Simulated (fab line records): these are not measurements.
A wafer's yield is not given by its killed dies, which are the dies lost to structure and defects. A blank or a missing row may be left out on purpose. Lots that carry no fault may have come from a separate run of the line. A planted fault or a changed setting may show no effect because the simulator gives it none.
fab line records || flow nandHarc
[record] {"lots": 5, "wafers": 15, "lastDay": 34}
route steps=1302 shown A_ONON_D1@424 END@1302
lots with no fault: from the same line, run without faults
startH: hours from the record's first day to the start of the lot's first wafer shown || waitH: hours since the lot's step before || " repeats the value in the row above || L1.1+2: a row that stands for several wafers || - either no value or no given start || * or withheld: withheld || < > ~ a bound
route shown NAME@n: NAME is a module with steps in the file, n the number in the route of the first one || usual: mean and standard deviation over wafers with no fault || same: alike in all rows || chamber/n: place in a boat || sites: readings site by site || _std_site: standard deviation of those values || _edge_site: outer sites' mean less inner sites' || radiusMm: how far each site lies from the wafer's centre || mask NAME#n: copy n || behind: the tool/chamber that last shaped the wafer || hold: what put the lot on hold/how long, in hours/how the hold closed || device: transistor that didn't switch, given as n, p or np || end of line: the same wafers' tests at the end of the route || a step without rows: its recipe alone || killed: count of dies lost to structure and defects at first sort (not the wafer's yield) || map: a wafer's dies, x killed, . not, _ none there
set.NAME: the run value of the setting; set.NAME@STEP: its run value at that earlier step || model.NAME: the simulator's own value behind a step, which no gauge read
lots at some steps of the route; a table a step, a row a wafer
services: from which hour (startH, from the record's first day; less than 0 if before it) a tool's chamber was out of use, for how many hours, and why
[[steps]]
[step NHARC_A_ONON_D1_DEP_00]
[recipe] {"targetThkA": 10000, "n2FlowSccm": 2750, "n2oFlowSccm": 2000, "nh3FlowSccm": 500, "sih4FlowSccm": 210, "tempC": 400}
[step NHARC_A_ONON_D1_THK_MEAS_02]
[recipe] {"thkMeasGauge": "ellipsometry"}
[usual] {"thkNm": "1002/9.2"}
{"lot.wafer": "L979.2", "tool": "filmMetro-01", "chamber": "-", "startH": 163.69, "waitH": "-", "thkNm": 1002}
{"lot.wafer": "L979.4", "tool": "filmMetro-01", "chamber": "-", "startH": 163.69, "waitH": "-", "thkNm": 1001}
{"lot.wafer": "L979.6", "tool": "filmMetro-01", "chamber": "-", "startH": 163.69, "waitH": "-", "thkNm": 1001}
{"lot.wafer": "L993.1", "tool": "filmMetro-02", "chamber": "-", "startH": 307.97, "waitH": "-", "thkNm": 1010}
{"lot.wafer": "L993.2", "tool": "filmMetro-02", "chamber": "-", "startH": 307.97, "waitH": "-", "thkNm": 1010}
{"lot.wafer": "L993.5", "tool": "filmMetro-02", "chamber": "-", "startH": 307.97, "waitH": "-", "thkNm": 1012}
{"lot.wafer": "L994.1", "tool": "filmMetro-01", "chamber": "-", "startH": 307.98, "waitH": "-", "thkNm": 1017}
{"lot.wafer": "L994.2", "tool": "filmMetro-01", "chamber": "-", "startH": 307.98, "waitH": "-", "thkNm": 1017}
{"lot.wafer": "L994.6", "tool": "filmMetro-01", "chamber": "-", "startH": 307.98, "waitH": "-", "thkNm": 1016}
{"lot.wafer": "L101.2", "tool": "filmMetro-01", "chamber": "-", "startH": 381.61, "waitH": "-", "thkNm": 992}
{"lot.wafer": "L101.3", "tool": "filmMetro-01", "chamber": "-", "startH": 381.61, "waitH": "-", "thkNm": 994}
{"lot.wafer": "L101.6", "tool": "filmMetro-01", "chamber": "-", "startH": 381.61, "waitH": "-", "thkNm": 994}
{"lot.wafer": "L102.2", "tool": "filmMetro-02", "chamber": "-", "startH": 393.99, "waitH": "-", "thkNm": 1000}
{"lot.wafer": "L102.4", "tool": "filmMetro-02", "chamber": "-", "startH": 393.99, "waitH": "-", "thkNm": 1000}
{"lot.wafer": "L102.6", "tool": "filmMetro-02", "chamber": "-", "startH": 393.99, "waitH": "-", "thkNm": 1001}
[step NHARC_A_ONON_D1_DEP_03]
[recipe] {"targetThkA": 10000, "n2FlowSccm": 2750, "n2oFlowSccm": 2000, "nh3FlowSccm": 500, "sih4FlowSccm": 210, "tempC": 400}
[step NHARC_A_ONON_D1_THK_MEAS_05]
[recipe] {"thkMeasGauge": "ellipsometry"}
[usual] {"thkNm": "1001/9.9"}
{"lot.wafer": "L979.2", "tool": "filmMetro-02", "chamber": "-", "startH": 164.26, "waitH": "-", "thkNm": 995}
{"lot.wafer": "L979.4", "tool": "filmMetro-02", "chamber": "-", "startH": 164.26, "waitH": "-", "thkNm": 995}
{"lot.wafer": "L979.6", "tool": "filmMetro-02", "chamber": "-", "startH": 164.26, "waitH": "-", "thkNm": 993}
{"lot.wafer": "L993.1", "tool": "filmMetro-01", "chamber": "-", "startH": 308.54, "waitH": "-", "thkNm": 1014}
{"lot.wafer": "L993.2", "tool": "filmMetro-01", "chamber": "-", "startH": 308.54, "waitH": "-", "thkNm": 1013}
{"lot.wafer": "L993.5", "tool": "filmMetro-01", "chamber": "-", "startH": 308.54, "waitH": "-", "thkNm": 1015}
{"lot.wafer": "L994.1", "tool": "filmMetro-02", "chamber": "-", "startH": 308.56, "waitH": "-", "thkNm": 1025}
{"lot.wafer": "L994.2", "tool": "filmMetro-02", "chamber": "-", "startH": 308.56, "waitH": "-", "thkNm": 1025}
{"lot.wafer": "L994.6", "tool": "filmMetro-02", "chamber": "-", "startH": 308.56, "waitH": "-", "thkNm": 1025}
{"lot.wafer": "L101.2", "tool": "filmMetro-01", "chamber": "-", "startH": 382.18, "waitH": "-", "thkNm": 1003}
{"lot.wafer": "L101.3", "tool": "filmMetro-01", "chamber": "-", "startH": 382.18, "waitH": "-", "thkNm": 1002}
{"lot.wafer": "L101.6", "tool": "filmMetro-01", "chamber": "-", "startH": 382.18, "waitH": "-", "thkNm": 1004}
{"lot.wafer": "L102.2", "tool": "filmMetro-02", "chamber": "-", "startH": 394.56, "waitH": "-", "thkNm": 995}
{"lot.wafer": "L102.4", "tool": "filmMetro-02", "chamber": "-", "startH": 394.56, "waitH": "-", "thkNm": 991}
{"lot.wafer": "L102.6", "tool": "filmMetro-02", "chamber": "-", "startH": 394.56, "waitH": "-", "thkNm": 992}
[step NHARC_A_ONON_D1_DEP_06]
[recipe] {"targetThkA": 10000, "n2FlowSccm": 2750, "n2oFlowSccm": 2000, "nh3FlowSccm": 500, "sih4FlowSccm": 210, "tempC": 400}
[step NHARC_A_ONON_D1_THK_MEAS_08]
[recipe] {"thkMeasGauge": "ellipsometry"}
[usual] {"thkNm": "1004/13"}
{"lot.wafer": "L979.2", "tool": "filmMetro-02", "chamber": "-", "startH": 164.83, "waitH": "-", "thkNm": 1016}
{"lot.wafer": "L979.4", "tool": "filmMetro-02", "chamber": "-", "startH": 164.83, "waitH": "-", "thkNm": 1015}
{"lot.wafer": "L979.6", "tool": "filmMetro-02", "chamber": "-", "startH": 164.83, "waitH": "-", "thkNm": 1014}
{"lot.wafer": "L993.1", "tool": "filmMetro-01", "chamber": "-", "startH": 309.11, "waitH": "-", "thkNm": 1008}
{"lot.wafer": "L993.2", "tool": "filmMetro-01", "chamber": "-", "startH": 309.11, "waitH": "-", "thkNm": 1007}
{"lot.wafer": "L993.5", "tool": "filmMetro-01", "chamber": "-", "startH": 309.11, "waitH": "-", "thkNm": 1006}
{"lot.wafer": "L994.1", "tool": "filmMetro-02", "chamber": "-", "startH": 309.12, "waitH": "-", "thkNm": 981}
{"lot.wafer": "L994.2", "tool": "filmMetro-02", "chamber": "-", "startH": 309.12, "waitH": "-", "thkNm": 979}
{"lot.wafer": "L994.6", "tool": "filmMetro-02", "chamber": "-", "startH": 309.12, "waitH": "-", "thkNm": 980}
{"lot.wafer": "L101.2", "tool": "filmMetro-01", "chamber": "-", "startH": 382.74, "waitH": "-", "thkNm": 1004}
{"lot.wafer": "L101.3", "tool": "filmMetro-01", "chamber": "-", "startH": 382.74, "waitH": "-", "thkNm": 1004}
{"lot.wafer": "L101.6", "tool": "filmMetro-01", "chamber": "-", "startH": 382.74, "waitH": "-", "thkNm": 1004}
{"lot.wafer": "L102.2", "tool": "filmMetro-01", "chamber": "-", "startH": 395.12, "waitH": "-", "thkNm": 987}
{"lot.wafer": "L102.4", "tool": "filmMetro-01", "chamber": "-", "startH": 395.12, "waitH": "-", "thkNm": 986}
{"lot.wafer": "L102.6", "tool": "filmMetro-01", "chamber": "-", "startH": 395.12, "waitH": "-", "thkNm": 987}
[step NHARC_A_ONON_D1_DEP_09]
[recipe] {"targetThkA": 10000, "n2FlowSccm": 2750, "n2oFlowSccm": 2000, "nh3FlowSccm": 500, "sih4FlowSccm": 210, "tempC": 400}
[step NHARC_A_ONON_D1_THK_MEAS_11]
[recipe] {"thkMeasGauge": "ellipsometry"}
[usual] {"thkNm": "999/10"}
{"lot.wafer": "L979.2", "tool": "filmMetro-02", "chamber": "-", "startH": 165.39, "waitH": "-", "thkNm": 1010}
{"lot.wafer": "L979.4", "tool": "filmMetro-02", "chamber": "-", "startH": 165.39, "waitH": "-", "thkNm": 1009}
{"lot.wafer": "L979.6", "tool": "filmMetro-02", "chamber": "-", "startH": 165.39, "waitH": "-", "thkNm": 1011}
{"lot.wafer": "L993.1", "tool": "filmMetro-02", "chamber": "-", "startH": 309.68, "waitH": "-", "thkNm": 993}
{"lot.wafer": "L993.2", "tool": "filmMetro-02", "chamber": "-", "startH": 309.68, "waitH": "-", "thkNm": 994}
{"lot.wafer": "L993.5", "tool": "filmMetro-02", "chamber": "-", "startH": 309.68, "waitH": "-", "thkNm": 993}
{"lot.wafer": "L994.1", "tool": "filmMetro-01", "chamber": "-", "startH": 309.69, "waitH": "-", "thkNm": 989}
{"lot.wafer": "L994.2", "tool": "filmMetro-01", "chamber": "-", "startH": 309.69, "waitH": "-", "thkNm": 990}
{"lot.wafer": "L994.6", "tool": "filmMetro-01", "chamber": "-", "startH": 309.69, "waitH": "-", "thkNm": 990}
{"lot.wafer": "L101.2", "tool": "filmMetro-01", "chamber": "-", "startH": 383.31, "waitH": "-", "thkNm": 992}
{"lot.wafer": "L101.3", "tool": "filmMetro-01", "chamber": "-", "startH": 383.31, "waitH": "-", "thkNm": 993}
{"lot.wafer": "L101.6", "tool": "filmMetro-01", "chamber": "-", "startH": 383.31, "waitH": "-", "thkNm": 992}
{"lot.wafer": "L102.2", "tool": "filmMetro-02", "chamber": "-", "startH": 395.69, "waitH": "-", "thkNm": 990}
{"lot.wafer": "L102.4", "tool": "filmMetro-02", "chamber": "-", "startH": 395.69, "waitH": "-", "thkNm": 992}
{"lot.wafer": "L102.6", "tool": "filmMetro-02", "chamber": "-", "startH": 395.69, "waitH": "-", "thkNm": 990}
[step NHARC_A_ONON_D1_DEP_12]
[recipe] {"targetThkA": 10000, "n2FlowSccm": 2750, "n2oFlowSccm": 2000, "nh3FlowSccm": 500, "sih4FlowSccm": 210, "tempC": 400}
[step NHARC_A_ONON_D1_THK_MEAS_14]
[recipe] {"thkMeasGauge": "ellipsometry"}
[usual] {"thkNm": "998/8.9"}
{"lot.wafer": "L979.2", "tool": "filmMetro-01", "chamber": "-", "startH": 165.96, "waitH": "-", "thkNm": 1002}
{"lot.wafer": "L979.4", "tool": "filmMetro-01", "chamber": "-", "startH": 165.96, "waitH": "-", "thkNm": 1003}
{"lot.wafer": "L979.6", "tool": "filmMetro-01", "chamber": "-", "startH": 165.96, "waitH": "-", "thkNm": 1002}
{"lot.wafer": "L993.1", "tool": "filmMetro-02", "chamber": "-", "startH": 310.24, "waitH": "-", "thkNm": 991}
{"lot.wafer": "L993.2", "tool": "filmMetro-02", "chamber": "-", "startH": 310.24, "waitH": "-", "thkNm": 992}
{"lot.wafer": "L993.5", "tool": "filmMetro-02", "chamber": "-", "startH": 310.24, "waitH": "-", "thkNm": 992}
{"lot.wafer": "L994.1", "tool": "filmMetro-01", "chamber": "-", "startH": 310.26, "waitH": "-", "thkNm": 1001}
{"lot.wafer": "L994.2", "tool": "filmMetro-01", "chamber": "-", "startH": 310.26, "waitH": "-", "thkNm": 1001}
{"lot.wafer": "L994.6", "tool": "filmMetro-01", "chamber": "-", "startH": 310.26, "waitH": "-", "thkNm": 1001}
{"lot.wafer": "L101.2", "tool": "filmMetro-01", "chamber": "-", "startH": 383.88, "waitH": "-", "thkNm": 996}
{"lot.wafer": "L101.3", "tool": "filmMetro-01", "chamber": "-", "startH": 383.88, "waitH": "-", "thkNm": 996}
{"lot.wafer": "L101.6", "tool": "filmMetro-01", "chamber": "-", "startH": 383.88, "waitH": "-", "thkNm": 996}
{"lot.wafer": "L102.2", "tool": "filmMetro-02", "chamber": "-", "startH": 396.26, "waitH": "-", "thkNm": 983}
{"lot.wafer": "L102.4", "tool": "filmMetro-02", "chamber": "-", "startH": 396.26, "waitH": "-", "thkNm": 985}
{"lot.wafer": "L102.6", "tool": "filmMetro-02", "chamber": "-", "startH": 396.26, "waitH": "-", "thkNm": 985}
[step NHARC_A_ONON_D1_ANNEAL_15]
[recipe] {"tempC": 750, "timeS": 3600}
[step NHARC_A_ONON_D1_DEP_16]
[recipe] {"targetThkA": 10000, "n2FlowSccm": 2750, "n2oFlowSccm": 2000, "nh3FlowSccm": 500, "sih4FlowSccm": 210, "tempC": 400}
[usual] {"nh3FlowSccm": "500.3/1.4", "sih4FlowSccm": "210.0/0.68"}
{"lot.wafer": "L979.2", "tool": "pecvdOnon-04", "chamber": 0, "startH": 173.09, "waitH": 0.1, "nh3FlowSccm": 502.1, "sih4FlowSccm": 209.4}
{"lot.wafer": "L979.4", "tool": "pecvdOnon-04", "chamber": 0, "startH": 173.09, "waitH": 0.1, "nh3FlowSccm": 500.1, "sih4FlowSccm": 210.3}
{"lot.wafer": "L979.6", "tool": "pecvdOnon-04", "chamber": 0, "startH": 173.09, "waitH": 0.1, "nh3FlowSccm": 501.8, "sih4FlowSccm": 210.1}
{"lot.wafer": "L993.1", "tool": "pecvdOnon-03", "chamber": 0, "startH": 318.19, "waitH": 0.1, "nh3FlowSccm": 502.4, "sih4FlowSccm": 209.6}
{"lot.wafer": "L993.2", "tool": "pecvdOnon-03", "chamber": 0, "startH": 318.19, "waitH": 0.1, "nh3FlowSccm": 500.8, "sih4FlowSccm": 210.0}
{"lot.wafer": "L993.5", "tool": "pecvdOnon-03", "chamber": 0, "startH": 318.19, "waitH": 0.1, "nh3FlowSccm": 500.4, "sih4FlowSccm": 210.2}
{"lot.wafer": "L994.1", "tool": "pecvdOnon-02", "chamber": 0, "startH": 318.19, "waitH": 0.1, "nh3FlowSccm": 501.0, "sih4FlowSccm": 210.4}
{"lot.wafer": "L994.2", "tool": "pecvdOnon-02", "chamber": 0, "startH": 318.19, "waitH": 0.1, "nh3FlowSccm": 501.2, "sih4FlowSccm": 209.8}
{"lot.wafer": "L994.6", "tool": "pecvdOnon-02", "chamber": 0, "startH": 318.19, "waitH": 0.1, "nh3FlowSccm": 502.1, "sih4FlowSccm": 210.8}
{"lot.wafer": "L101.2", "tool": "pecvdOnon-04", "chamber": 0, "startH": 391.08, "waitH": 0.1, "nh3FlowSccm": 502.4, "sih4FlowSccm": 211.0}
{"lot.wafer": "L101.3", "tool": "pecvdOnon-04", "chamber": 0, "startH": 391.08, "waitH": 0.1, "nh3FlowSccm": 501.4, "sih4FlowSccm": 210.3}
{"lot.wafer": "L101.6", "tool": "pecvdOnon-04", "chamber": 0, "startH": 391.08, "waitH": 0.1, "nh3FlowSccm": 502.0, "sih4FlowSccm": 211.0}
{"lot.wafer": "L102.2", "tool": "pecvdOnon-03", "chamber": 0, "startH": 404.16, "waitH": 0.1, "nh3FlowSccm": 500.3, "sih4FlowSccm": 209.0}
{"lot.wafer": "L102.4", "tool": "pecvdOnon-03", "chamber": 0, "startH": 404.16, "waitH": 0.1, "nh3FlowSccm": 498.4, "sih4FlowSccm": 210.0}
{"lot.wafer": "L102.6", "tool": "pecvdOnon-03", "chamber": 0, "startH": 404.16, "waitH": 0.1, "nh3FlowSccm": 501.8, "sih4FlowSccm": 208.8}
[step NHARC_A_ONON_D1_THK_MEAS_18]
[recipe] {"thkMeasGauge": "ellipsometry"}
[usual] {"thkNm": "1000/9.3"}
{"lot.wafer": "L979.2", "tool": "filmMetro-02", "chamber": "-", "startH": 173.54, "waitH": "-", "thkNm": 996}
{"lot.wafer": "L979.4", "tool": "filmMetro-02", "chamber": "-", "startH": 173.54, "waitH": "-", "thkNm": 995}
{"lot.wafer": "L979.6", "tool": "filmMetro-02", "chamber": "-", "startH": 173.54, "waitH": "-", "thkNm": 996}
{"lot.wafer": "L994.1", "tool": "filmMetro-01", "chamber": "-", "startH": 318.69, "waitH": "-", "thkNm": 1008}
{"lot.wafer": "L994.2", "tool": "filmMetro-01", "chamber": "-", "startH": 318.69, "waitH": "-", "thkNm": 1006}
{"lot.wafer": "L994.6", "tool": "filmMetro-01", "chamber": "-", "startH": 318.69, "waitH": "-", "thkNm": 1006}
{"lot.wafer": "L993.1", "tool": "filmMetro-02", "chamber": "-", "startH": 318.70, "waitH": "-", "thkNm": 989}
{"lot.wafer": "L993.2", "tool": "filmMetro-02", "chamber": "-", "startH": 318.70, "waitH": "-", "thkNm": 991}
{"lot.wafer": "L993.5", "tool": "filmMetro-02", "chamber": "-", "startH": 318.70, "waitH": "-", "thkNm": 991}
{"lot.wafer": "L101.2", "tool": "filmMetro-02", "chamber": "-", "startH": 391.54, "waitH": "-", "thkNm": 985}
{"lot.wafer": "L101.3", "tool": "filmMetro-02", "chamber": "-", "startH": 391.54, "waitH": "-", "thkNm": 984}
{"lot.wafer": "L101.6", "tool": "filmMetro-02", "chamber": "-", "startH": 391.54, "waitH": "-", "thkNm": 984}
{"lot.wafer": "L102.2", "tool": "filmMetro-02", "chamber": "-", "startH": 404.61, "waitH": "-", "thkNm": 1007}
{"lot.wafer": "L102.4", "tool": "filmMetro-02", "chamber": "-", "startH": 404.61, "waitH": "-", "thkNm": 1007}
{"lot.wafer": "L102.6", "tool": "filmMetro-02", "chamber": "-", "startH": 404.61, "waitH": "-", "thkNm": 681}
[step NHARC_A_ONON_D1_DEP_19]
[recipe] {"targetThkA": 10000, "n2FlowSccm": 2750, "n2oFlowSccm": 2000, "nh3FlowSccm": 500, "sih4FlowSccm": 210, "tempC": 400}
[step NHARC_END_SORT_01]
[recipe] {"tempC": 25}
[usual] {"killedAtArray": "56/19", "killedAtOther": "1.0/1.3", "killedAtPeriphery": "3.8/2.2", "killedDies": "61/19", "killedOpen": "3.1/1.9", "killedShort": "2.3/1.5"}
[same] {"grossDies": 677}
{"lot.wafer": "L102.6", "tool": "prober-02", "chamber": 0, "startH": 807.72, "waitH": 4.0, "killedAtArray": 671, "killedAtOther": 1, "killedAtPeriphery": 5, "killedDies": 677, "killedOpen": 3, "killedShort": 1}
// killed by level:class
L102.6 A_ONON_D1:areaDep=591 A_CHANNEL_HOLE_D2:chamberFilmFlake=31 A_CHANNEL_HOLE_D1:chamberFilmFlake=19 A_SLIT:chamberFilmFlake=12 A_CONTACT:chamberFilmFlake=10 A_CHANNEL_FILL_D2:chamberFilmFlake=2 A_STAIRCASE:chamberFilmFlake=2 P_CONTACT:geometricParticle:open=1
// map L102.6 (x killed, . not)
____________x____________
_________xxxxxxx_________
_______xxxxxxxxxxx_______
______xxxxxxxxxxxxx______
_____xxxxxxxxxxxxxxx_____
____xxxxxxxxxxxxxxxxx____
____xxxxxxxxxxxxxxxxx____
___xxxxxxxxxxxxxxxxxxx___
___xxxxxxxxxxxxxxxxxxx___
__xxxxxxxxxxxxxxxxxxxxx__
__xxxxxxxxxxxxxxxxxxxxx__
_xxxxxxxxxxxxxxxxxxxxxxx_
_xxxxxxxxxxxxxxxxxxxxxxx_
_xxxxxxxxxxxxxxxxxxxxxxx_
_xxxxxxxxxxxxxxxxxxxxxxx_
_xxxxxxxxxxxxxxxxxxxxxxx_
xxxxxxxxxxxxxxxxxxxxxxxxx
xxxxxxxxxxxxxxxxxxxxxxxxx
xxxxxxxxxxxxxxxxxxxxxxxxx
xxxxxxxxxxxxxxxxxxxxxxxxx
xxxxxxxxxxxxxxxxxxxxxxxxx
_xxxxxxxxxxxxxxxxxxxxxxx_
_xxxxxxxxxxxxxxxxxxxxxxx_
_xxxxxxxxxxxxxxxxxxxxxxx_
_xxxxxxxxxxxxxxxxxxxxxxx_
_xxxxxxxxxxxxxxxxxxxxxxx_
__xxxxxxxxxxxxxxxxxxxxx__
__xxxxxxxxxxxxxxxxxxxxx__
___xxxxxxxxxxxxxxxxxxx___
___xxxxxxxxxxxxxxxxxxx___
____xxxxxxxxxxxxxxxxx____
____xxxxxxxxxxxxxxxxx____
_____xxxxxxxxxxxxxxx_____
______xxxxxxxxxxxxx______
_______xxxxxxxxxxx_______
_________xxxxxxx_________
____________x____________
// map L993.5 (x killed, . not)
____________.____________
_________.....x._________
_______..........._______
______............x______
_____..............._____
____.....x...........____
____.x.x.............____
___...................___
___...................___
__.x...................__
__....................x__
_.x....................x_
_......x....x.x....x..x._
_...........x..........x_
_..........x........xxxx_
_...........x.....x.xx.x_
...............x...x.xxxx
...................xxxxx.
............x..x....xx.x.
......................x..
.....................x.x.
_..............x..x.xx.._
_....................x.._
_....x.......x........x._
_......................._
_....................x.._
__.....................__
__.....................__
___.......x...........___
___...................___
____.................____
____.................____
_____..............._____
______.............______
_______..........._______
_________.x....._________
____________.____________
[[services]]
{"tool": "pecvdOnon-02", "chamber": "-", "startH": 185.09, "hours": 13.0, "kind": "pm"}
{"tool": "pecvdOnon-03", "chamber": "-", "startH": 227.00, "hours": 13.0, "kind": "pm"}
{"tool": "pecvdOnon-04", "chamber": "-", "startH": 311.46, "hours": 13.0, "kind": "pm"}
{"tool": "pecvdOnon-02", "chamber": "-", "startH": 366.09, "hours": 13.0, "kind": "pm"}
[[key]]
[firstSign] {"step": "NHARC_A_ONON_D1_THK_MEAS_18", "reading": "thkNm", "direction": "down", "sigmas": 34, "usual": 1000, "struck": 681}
[effect] {"step": "NHARC_END_SORT_01", "reading": "killedAtArray", "direction": "up", "sigmas": 33, "usual": 56, "struck": 671}
[moreKillsBornAt] {"NHARC_A_ONON_D1_DEP_16@pecvdOnon-03": 591}
metAt NHARC_A_ONON_D1_DEP_16
struckWafers L102.6
laterRowsLeftOut L102.6
testerLeftOut L102
onsetBetween 318.19 404.16
[fault] {"kind": "processParameterDrift", "tool": "pecvdOnon-03", "chamber": "-", "onsetH": 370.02, "steps": "NHARC_A_ONON_D1_DEP_16", "channel": "targetThkA", "offset": "*", "shape": "step", "endH": 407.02, "scope": "struckWafersOnly", "actsIn": "*", "stated": "*"}
// testerLeftOut: of these lots the tester's yield and bins aren't shown, on N5 and GAA mostly nor the transistor test; their killed dies are dies lost to structure and defects alone, not to doping, threshold or leakage, so they don't give the yield
// laterRowsLeftOut: the simulator's readings of these wafers behind a module that went badly wrong aren't trusted and aren't shown, but for the sort
